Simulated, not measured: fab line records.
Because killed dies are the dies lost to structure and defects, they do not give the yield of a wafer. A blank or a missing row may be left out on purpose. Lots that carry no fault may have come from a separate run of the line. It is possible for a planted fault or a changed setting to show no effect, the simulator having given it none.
fab line records	flow n5_finfet
record: lots: 7	wafers: 19	last_day: 17
route steps=1938 shown BEOL_M5@1145
lots with no fault: from the same line, run without faults
start_h: the number of hours between the record's first day and the start of the first shown wafer of the lot	wait_h: hours since the lot's step before	" the same as in the row above	L1.1+2: one row covering several wafers at once	- either no value or no given start	* or withheld: withheld	< > ~ a bound
route shown NAME@n: names a module that has steps shown in the file, with the first one's number in the route	usual: mean and standard deviation over wafers with no fault	same: alike in all rows	chamber/n: place in a boat	sites: readings site by site	_std_site: their standard deviation	_edge_site: mean of outer sites minus mean of inner sites	radius_mm: how far each site lies from the wafer's centre	mask NAME#n: copy n	behind: the tool/chamber that last shaped the wafer	hold: why the lot was held/for how many hours/how that ended	device: names the non-switching transistor (n, p or np)	end of line: tests of these same wafers at the route's end	step lacking rows: just its recipe	killed: dies that structure and defects cost at the first sort, which is not the same as the wafer's yield	map: per-die view of a wafer (x killed, . not killed, _ where there is no die)
set.NAME: the setting as run; set.NAME@STEP: as run at that earlier step	model.NAME: the simulator's own value behind a step, which no gauge read
lots seen at some steps along the route; tables by step, rows by wafer
services: a tool's chamber out of use, with start hour (start_h, from the record's first day; less than 0 if before it), hours out, and reason
== steps ==
step: N5_BEOL_M5_EXPOSE_25
recipe: mask_id: V4	na: 0.33	source_shape: quasar	sigma_inner: 0.2	sigma_outer: 0.6	polarization: unpolarized	defocus_nm: 10	dose_mj: 52.75
step: N5_BEOL_M5_PEB_26
recipe: peb_temp_c: 100	peb_time_s: 60	resist: CAR-EUV
step: N5_BEOL_M5_DEVELOP_27
recipe: develop_time_s: 30	developer: TMAH	resist: CAR-EUV	rinse_liquid: surfactant_rinse	dry: air_spin	dev_temp_c: 23
step: N5_BEOL_M5_CD_MEAS_28
recipe: target_cd_nm: 30.6	landing_energy_ev: 500	detector: se_inlens	target_cd_y_nm: 20	polarity: opening
usual: cd_nm: 30.58/0.25
lot.wafer	tool	chamber	start_h	wait_h	cd_nm
L725.2	cd_sem-02	0	181.85	-	30.75
L725.4	"	0	"	"	30.62
L725.5	"	0	"	"	30.71
L726.2	cd_sem-02	0	188.59	-	29.93
L726.5	"	0	"	"	30.64
L726.6	"	0	"	"	30.18
L734.1	cd_sem-03	0	247.72	-	30.09
L734.3	"	0	"	"	30.30
L734.6	"	0	"	"	30.14
L736.4	cd_sem-03	0	251.34	-	30.60
L736.5	"	0	"	"	30.59
L736.6	"	0	"	"	30.31
L741.1	cd_sem-01	0	281.48	-	30.62
L741.3	"	0	"	"	30.33
L743.2	cd_sem-01	0	291.68	-	30.37
L743.3	"	0	"	"	30.70
L743.5	"	0	"	"	30.63
L746.1	cd_sem-01	0	312.25	-	30.43
L746.6	"	0	"	"	30.35
step: N5_BEOL_M5_OVL_MEAS_29
recipe: points_per_wafer: 522
usual: V4_OVL: 0.4/0.72
lot.wafer	tool	chamber	start_h	wait_h	V4_OVL[nm]
L725.2	overlay-02	0	181.88	0.0	0.9
L725.4	"	0	"	"	0.7
L725.5	"	0	"	"	2.0
L726.2	overlay-01	0	188.62	0.0	-0.6
L726.5	"	0	"	"	0.1
L726.6	"	0	"	"	-0.3
L734.1	overlay-02	0	247.75	0.0	-0.3
L734.3	"	0	"	"	-1.1
L734.6	"	0	"	"	0.0
L736.4	overlay-01	0	251.38	0.0	0.1
L736.5	"	0	"	"	-0.4
L736.6	"	0	"	"	0.3
L741.1	overlay-02	0	281.51	0.0	0.4
L741.3	"	0	"	"	0.9
L743.2	overlay-01	0	291.72	0.0	1.2
L743.3	"	0	"	"	0.9
L743.5	"	0	"	"	1.6
L746.1	overlay-02	0	312.28	0.0	0.2
L746.6	"	0	"	"	-0.1
step: N5_BEOL_M5_INSPECT_30
recipe: mode: adi	inspect_instrument: brightfield
usual: raw_defect_count: 421/96
lot.wafer	tool	chamber	start_h	wait_h	raw_defect_count
L725.2	defect_inspect-01	-	181.93	0.0	431
L725.4	"	-	"	"	386
L725.5	"	-	"	"	455
L726.2	defect_inspect-01	-	188.68	0.1	457
L726.5	"	-	"	"	518
L726.6	"	-	"	"	447
L734.1	defect_inspect-01	-	247.81	0.1	540
L734.3	"	-	"	"	474
L734.6	"	-	"	"	643
L736.4	defect_inspect-02	-	251.42	0.0	298
L736.5	"	-	"	"	409
L736.6	"	-	"	"	350
L741.1	defect_inspect-01	-	281.57	0.1	535
L741.3	"	-	"	"	560
L743.2	defect_inspect-01	-	291.77	0.0	327
L743.3	"	-	"	"	535
L743.5	"	-	"	"	294
L746.1	defect_inspect-01	-	312.34	0.1	425
L746.6	"	-	"	"	329
step: N5_BEOL_M5_DESCUM_33
recipe: chemistry: O2	time_s: 7	source_power_w: 50	bias_power_w: 20	pressure_mtorr: 20	rf_frequency_hz: 2.712e+07	temp_c: 40	resist: CAR-EUV	o2_flow_sccm: 225
usual: chamber_pressure_mTorr: 19.997/0.023	drypump_motor_current_A: 5.8/0.57	oes_product_au: 0.79/0.096	rf_vpp_V: 243.3/1.4	showerhead_plenum_p_Torr: 2.11/0.079	throttle_valve_pct: 20.40/0.17
lot.wafer	tool	chamber	start_h	wait_h	chamber_pressure_mTorr	drypump_motor_current_A	oes_product_au	rf_hours_counter_h	rf_vpp_V	showerhead_plenum_p_Torr	throttle_valve_pct
L725.2	rie_diel-04	1	182.10	0.2	19.962	5.4	0.96	8	243.9	2.13	20.27
L725.4	"	0	"	"	20.013	5.4	0.77	157	244.5	2.17	20.54
L725.5	"	2	"	"	19.982	6.1	0.70	-	242.4	2.07	20.59
L726.2	rie_diel-03	2	188.72	0.0	19.996	5.5	0.73	188	244.2	2.07	20.52
L726.5	"	2	"	"	20.003	5.5	0.73	-	242.3	2.07	20.52
L726.6	"	3	"	"	19.975	6.4	0.93	-	244.5	2.24	20.10
L734.1	rie_diel-04	0	247.84	0.0	19.989	5.4	0.75	181	244.9	2.16	20.57
L734.3	"	3	"	"	20.026	6.8	0.67	235	240.8	1.98	20.26
L734.6	"	1	"	"	20.005	5.4	0.91	-	245.2	2.13	20.32
L736.4	rie_diel-04	0	251.47	0.0	19.977	5.4	0.75	-	244.2	2.16	20.58
L736.5	"	3	"	"	20.003	6.7	0.67	-	239.7	1.98	20.28
L736.6	"	1	"	"	19.977	5.4	0.90	-	242.9	2.13	20.30
L741.1	rie_diel-04	2	281.61	0.0	19.995	6.1	0.98	5	241.7	2.06	20.25
L741.3	"	1	"	"	20.000	5.4	0.88	38	242.4	2.12	20.34
L743.2	rie_diel-04	2	291.96	0.2	19.993	6.1	0.95	9	241.9	2.06	20.27
L743.3	"	1	"	"	19.969	5.4	0.88	41	244.5	2.12	20.31
L743.5	"	1	"	"	19.974	5.4	0.88	-	243.5	2.12	20.35
L746.1	rie_diel-04	2	312.37	0.0	20.018	6.1	0.94	17	241.4	2.06	20.28
L746.6	"	0	"	"	20.002	5.3	0.73	-	243.3	2.16	20.62
step: N5_BEOL_M5_ETCH_75
recipe: chemistry: N2/H2	target: underlayer	target_depth_a: 65	mask_material: CAR-EUV	time_s: 5.2	ion_energy_ev: 200	pressure_mtorr: 30	source_w: 840	bias_w: 150	n2_flow_sccm: 200	h2_flow_sccm: 200	ends: cleared
usual: chamber_pressure_mTorr: 30.00/0.044	drypump_motor_current_A: 5.8/0.56	etch_rf_on_time_s: 5.17/0.073	oes_product_au: 0.67/0.083	rf_vpp_V: 524.3/3	showerhead_plenum_p_Torr: 2.56/0.095	throttle_valve_pct: 17.83/0.22
lot.wafer	tool	chamber	start_h	wait_h	chamber_pressure_mTorr	drypump_motor_current_A	etch_rf_on_time_s	oes_product_au	rf_hours_counter_h	rf_vpp_V	showerhead_plenum_p_Torr	throttle_valve_pct
L725.2	rie_diel-04	1	182.13	0.0	29.85	5.4	5.08	0.81	8	522.8	2.59	17.63
L725.4	"	0	"	"	29.98	5.4	5.23	0.65	157	527.5	2.65	18.06
L725.5	"	2	"	"	29.97	6.1	5.23	0.61	-	523.1	2.51	18.03
L726.2	rie_diel-03	2	188.75	0.0	30.07	5.5	5.19	0.62	188	522.9	2.52	18.09
L726.5	"	2	"	"	30.06	5.5	5.22	0.63	-	523.2	2.52	18.08
L726.6	"	3	"	"	29.99	6.5	5.17	0.78	-	527.5	2.70	17.45
L734.1	rie_diel-04	0	247.87	0.0	29.95	5.4	5.27	0.63	181	525.4	2.64	18.11
L734.3	"	3	"	"	29.96	6.7	5.27	0.57	235	520.4	2.40	17.64
L734.6	"	1	"	"	29.94	5.4	5.04	0.78	-	525.0	2.58	17.66
L736.4	rie_diel-04	0	251.50	0.0	29.98	5.4	5.28	0.65	-	525.4	2.64	18.10
L736.5	"	3	"	"	30.03	6.8	5.21	0.57	-	522.2	2.40	17.70
L736.6	"	1	"	"	30.06	5.4	5.10	0.77	-	522.9	2.58	17.65
L741.1	rie_diel-04	2	281.64	0.0	29.99	6.1	5.16	0.84	5	523.4	2.50	17.68
L741.3	"	1	"	"	30.00	5.4	5.03	0.76	38	526.4	2.58	17.67
L743.2	rie_diel-04	2	291.99	0.0	29.89	6.1	5.15	0.83	9	522.8	2.50	17.69
L743.3	"	1	"	"	29.96	5.4	5.06	0.75	41	523.8	2.58	17.68
L743.5	"	1	"	"	30.00	5.4	5.04	0.74	-	525.3	2.58	17.69
L746.1	rie_diel-04	2	312.41	0.0	30.00	6.1	5.13	0.80	17	519.9	2.49	17.69
L746.6	"	0	"	"	29.97	5.4	5.24	0.62	-	527.7	2.63	18.15
step: N5_BEOL_M5_ETCH_67
recipe: chemistry: CF4	target: SiARC	target_depth_a: 156	mask_material: CAR-EUV	time_s: 26	ion_energy_ev: 80	pressure_mtorr: 40	source_w: 545	bias_w: 36	Ar_flow_sccm: 100	cf4_flow_sccm: 100	ends: cleared
usual: chamber_pressure_mTorr: 40.00/0.035	drypump_motor_current_A: 5.8/0.56	etch_rf_on_time_s: 25.8/0.35	oes_product_au: 0.68/0.083	rf_vpp_V: 184.5/1.2	showerhead_plenum_p_Torr: 2.16/0.075	throttle_valve_pct: 15.60/0.19
lot.wafer	tool	chamber	start_h	wait_h	chamber_pressure_mTorr	drypump_motor_current_A	etch_rf_on_time_s	oes_product_au	rf_hours_counter_h	rf_vpp_V	showerhead_plenum_p_Torr	throttle_valve_pct
L725.2	rie_diel-04	1	182.15	0.0	40.08	5.4	25.5	0.81	8	183.8	2.19	15.45
L725.4	"	0	"	"	40.02	5.4	26.2	0.66	157	187.0	2.23	15.77
L725.5	"	2	"	"	40.01	6.1	26.1	0.60	-	182.7	2.12	15.81
L726.2	rie_diel-03	2	188.77	0.0	39.98	5.5	25.8	0.63	188	184.9	2.13	15.74
L726.5	"	2	"	"	40.00	5.5	25.9	0.63	-	184.9	2.13	15.77
L726.6	"	3	"	"	40.03	6.4	25.8	0.79	-	185.6	2.28	15.22
L734.1	rie_diel-04	0	247.89	0.0	39.97	5.4	25.9	0.64	181	184.6	2.22	15.82
L734.3	"	3	"	"	39.98	6.7	25.8	0.57	235	183.0	2.03	15.59
L734.6	"	1	"	"	40.02	5.4	25.2	0.78	-	185.1	2.19	15.51
L736.4	rie_diel-04	0	251.52	0.0	40.00	5.4	26.0	0.64	-	185.4	2.22	15.82
L736.5	"	3	"	"	40.05	6.8	25.9	0.57	-	182.9	2.03	15.59
L736.6	"	1	"	"	40.03	5.4	25.3	0.78	-	184.4	2.19	15.49
L741.1	rie_diel-04	2	281.66	0.0	40.02	6.1	25.7	0.84	5	183.8	2.11	15.37
L741.3	"	1	"	"	39.98	5.4	25.4	0.76	38	185.0	2.18	15.51
L743.2	rie_diel-04	2	292.01	0.0	39.98	6.1	26.1	0.82	9	183.8	2.11	15.39
L743.3	"	1	"	"	40.03	5.4	25.8	0.75	41	185.0	2.18	15.52
L743.5	"	1	"	"	39.92	5.4	25.7	0.75	-	184.4	2.18	15.53
L746.1	rie_diel-04	2	312.42	0.0	40.00	6.1	25.8	0.80	17	184.1	2.10	15.39
L746.6	"	0	"	"	39.99	5.4	26.2	0.62	-	185.6	2.21	15.84
step: N5_BEOL_M5_ETCH_68
recipe: chemistry: N2/H2	target: SOC	target_depth_a: 800	overetch_a: 160	mask_material: SiARC	temp_c: 40	time_s: 120	ion_energy_ev: 200	pressure_mtorr: 30	source_w: 840	bias_w: 150	n2_flow_sccm: 200	h2_flow_sccm: 200
usual: chamber_pressure_mTorr: 30.003/0.029	drypump_motor_current_A: 5.8/0.57	oes_product_au: 0.60/0.07	rf_vpp_V: 524.4/2.7	showerhead_plenum_p_Torr: 2.56/0.095	throttle_valve_pct: 17.79/0.22
lot.wafer	tool	chamber	start_h	wait_h	chamber_pressure_mTorr	drypump_motor_current_A	oes_product_au	rf_hours_counter_h	rf_vpp_V	showerhead_plenum_p_Torr	throttle_valve_pct
L725.2	rie_diel-04	1	182.18	0.0	30.025	5.4	0.72	8	525.3	2.59	17.59
L725.4	"	0	"	"	29.994	5.4	0.59	157	527.0	2.65	18.01
L725.5	"	2	"	"	29.971	6.1	0.54	-	522.6	2.51	18.01
L726.2	rie_diel-03	2	188.80	0.0	29.977	5.5	0.56	188	524.7	2.52	18.05
L726.5	"	2	"	"	29.994	5.5	0.56	-	522.8	2.52	18.05
L726.6	"	3	"	"	30.006	6.5	0.70	-	527.8	2.70	17.42
L734.1	rie_diel-04	0	247.92	0.0	30.034	5.4	0.58	181	526.6	2.64	18.07
L734.3	"	3	"	"	29.946	6.8	0.51	235	520.6	2.40	17.64
L734.6	"	1	"	"	29.992	5.4	0.68	-	526.2	2.58	17.63
L736.4	rie_diel-04	0	251.58	0.0	30.063	5.4	0.57	-	527.2	2.64	18.07
L736.5	"	3	"	"	30.031	6.7	0.52	-	519.0	2.40	17.62
L736.6	"	1	"	"	30.003	5.4	0.68	-	524.4	2.58	17.63
L741.1	rie_diel-04	2	281.69	0.0	30.024	6.2	0.74	5	521.2	2.50	17.64
L741.3	"	1	"	"	29.971	5.4	0.68	38	525.2	2.58	17.63
L743.2	rie_diel-04	2	292.04	0.0	29.979	6.1	0.74	9	522.8	2.50	17.64
L743.3	"	1	"	"	30.032	5.4	0.67	41	525.2	2.58	17.65
L743.5	"	1	"	"	30.004	5.4	0.66	-	525.1	2.58	17.64
L746.1	rie_diel-04	2	312.45	0.0	30.020	6.1	0.71	17	522.3	2.49	17.65
L746.6	"	0	"	"	30.029	5.4	0.56	-	527.6	2.63	18.09
step: N5_BEOL_M5_STRIP_69
recipe: chemistry: N2/H2	temp_c: 40	n2_flow_sccm: 200	h2_flow_sccm: 200	rf_frequency_hz: 6e+07
step: N5_BEOL_M5_STRIP_76
recipe: chemistry: N2/H2	temp_c: 40	n2_flow_sccm: 200	h2_flow_sccm: 200	rf_frequency_hz: 6e+07
step: N5_BEOL_M5_VIA_ETCH_34
recipe: chemistry: C4F6/O2	target: SiCOH_lowk	target_depth_a: 883	mask_material: SOC	taper_deg: 4	time_s: 39.2	ion_energy_ev: 250	pressure_mtorr: 30	source_w: 345	bias_w: 185	Ar_flow_sccm: 300	C4F6_flow_sccm: 10	O2_flow_sccm: 10
usual: chamber_pressure_mTorr: 30.00/0.031	drypump_motor_current_A: 5.8/0.57	oes_product_au: 0.79/0.097	rf_vpp_V: 666/7.4	showerhead_plenum_p_Torr: 2.87/0.1	throttle_valve_pct: 20.88/0.18
lot.wafer	tool	chamber	start_h	wait_h	chamber_pressure_mTorr	drypump_motor_current_A	oes_product_au	rf_hours_counter_h	rf_vpp_V	showerhead_plenum_p_Torr	throttle_valve_pct	model.etch.depth_nm	model.SOC_of_BEOL_M5_COAT_65.thk_nm
L725.2	rie_diel-04	1	182.28	0.0	29.96	5.4	0.95	8	670	2.92	20.87	89.63	55.8
L725.4	"	0	"	"	30.02	5.4	0.77	157	658	2.96	21.08	87.29	55.8
L725.5	"	2	"	"	29.97	6.1	0.71	-	664	2.81	21.00	87.2	56
L726.2	rie_diel-03	2	188.90	0.0	29.96	5.5	0.73	188	664	2.84	21.03	88.32	55.8
L726.5	"	2	"	"	30.04	5.4	0.73	-	664	2.84	21.04	88.19	56
L726.6	"	3	"	"	29.98	6.5	0.92	-	678	3.03	20.54	89.87	56
L734.1	rie_diel-04	0	248.02	0.0	30.05	5.4	0.75	181	658	2.95	21.09	87.26	56
L734.3	"	3	"	"	29.95	6.8	0.67	235	656	2.69	20.70	86.62	55.8
L734.6	"	1	"	"	30.06	5.4	0.90	-	668	2.92	20.89	90.19	55.8
L736.4	rie_diel-04	0	251.65	0.0	29.98	5.4	0.75	-	659	2.95	21.12	88.27	55.6
L736.5	"	3	"	"	29.98	6.8	0.67	-	656	2.69	20.71	87.94	56
L736.6	"	1	"	"	30.02	5.4	0.90	-	668	2.92	20.89	90.82	55.8
L741.1	rie_diel-04	2	281.79	0.0	30.00	6.1	1.22	5	664	2.80	20.76	123.6	54.2
L741.3	"	1	"	"	29.96	5.4	1.10	38	667	2.91	20.95	125.7	54.2
L743.2	rie_diel-04	2	292.14	0.0	30.01	6.2	0.96	9	664	2.80	20.69	88.39	56
L743.3	"	1	"	"	29.99	5.4	1.10	41	666	2.91	20.98	126	54.2
L743.5	"	1	"	"	30.02	5.4	0.88	-	669	2.91	20.90	90.34	55.8
L746.1	rie_diel-04	2	312.55	0.0	30.01	6.1	1.16	17	664	2.79	20.75	121.5	54
L746.6	"	0	"	"	30.01	5.3	0.73	-	658	2.94	21.13	87.29	55.8
step: N5_BEOL_M5_STRIP_85
recipe: chemistry: C4F6/O2	resist: SiARC	rf_frequency_hz: 6e+07
== services ==
tool	chamber	start_h	hours	kind
rie_diel-04	0	161.53	6.6	repair
rie_diel-03	1	175.27	12.3	repair
rie_diel-04	3	193.45	8.9	repair
rie_diel-04	-	211.67	2.8	pm
rie_diel-04	-	217.33	2.1	repair
rie_diel-04	1	239.23	6.4	repair
rie_diel-04	2	247.20	-	clean
rie_diel-04	2	247.20	-	consumable_replace:focus_ring
rie_diel-04	2	247.20	17.3	scheduled_down
rie_diel-04	2	247.20	17.3	vent_cycle
rie_diel-04	3	295.36	-	clean
rie_diel-04	3	295.36	-	consumable_replace:focus_ring
rie_diel-04	3	295.36	-	consumable_replace:showerhead
rie_diel-04	3	295.36	27.3	scheduled_down
rie_diel-04	3	295.36	27.3	vent_cycle
== key ==
first_sign: step: N5_BEOL_M5_VIA_ETCH_34	reading: oes_product_au	direction: up	sigmas: 3.7	usual: 0.79	struck: 1.14
effect none on later readings
model_effect: step: N5_BEOL_M5_VIA_ETCH_34	value: etch.depth_nm	without: 89.91	struck: 124.2
met_at N5_BEOL_M5_VIA_ETCH_34
struck_wafers L741.1,L741.3,L743.3,L746.1
onset_between 251.65 281.79
fault: kind: process_parameter_drift	tool: rie_diel-04	chamber: -	onset_h: 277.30	steps: N5_BEOL_M5_VIA_ETCH_34	channel: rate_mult	offset: 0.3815	shape: step	end_h: 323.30	scope: struck_wafers_only
